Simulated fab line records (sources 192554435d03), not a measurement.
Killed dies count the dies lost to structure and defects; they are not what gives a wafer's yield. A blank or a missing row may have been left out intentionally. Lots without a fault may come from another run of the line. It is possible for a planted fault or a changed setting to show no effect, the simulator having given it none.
Matching of chambers + flow n5-finfet + N5_HKMG_FIN_ALD_91 on ald-metal-03 has 4 sister chambers
The step deposits TiN, target thk 1 nm, pulse time 1 s, purge time 3 s. 4 wafers are shown with their chamber, then 8 later ones without.

== WAFERS PAIRED WITH THEIR CHAMBERS ==
| wafer  | chamber | heater-power-w (W) |
|--------|---------|--------------------|
| L074.6 | 2       | 720                |
| L085.3 | 0       | 837                |
| L085.4 | 3       | 780                |
| L087.4 | 1       | 939                |

== WAFERS WHOSE CHAMBER IS MISSING ==
| wafer  | heater-power-w (W) |
|--------|--------------------|
| L087.5 | 844                |
| L087.6 | 788                |
| L091.2 | 777                |
| L091.3 | 948                |
| L091.4 | 700                |
| L093.2 | 777                |
| L093.3 | 827                |
| L093.4 | 928                |

== CHAMBER TAKEN BY EACH ==
| wafer  | from the rows above | in truth |
|--------|---------------------|----------|
| L087.5 | 0                   | 0        |
| L087.6 | 3                   | 3        |
| L091.2 | 3                   | 3        |
| L091.3 | 1                   | 1        |
| L091.4 | 2                   | 2        |
| L093.2 | 3                   | 3        |
| L093.3 | 0                   | 0        |
| L093.4 | 1                   | 1        |
Correctly placed: 8 of 8. Can't be placed from these rows: 0. Wrongly placed: 0.
How it was worked out, from the rows above alone: a wafer's distance from a chamber is the root of the sum, over the readings, of the square of ((its reading less the chamber's mean) divided by the reading's scatter). If the next closest chamber is less than 2 further off than the closest, the wafer can't be placed; otherwise it belongs to the closest. The mean given for a chamber averages the wafers shown for that chamber. The scatter: with one shown wafer a chamber, the root of the mean of the squares of how far each hidden wafer lies from its nearest shown one.
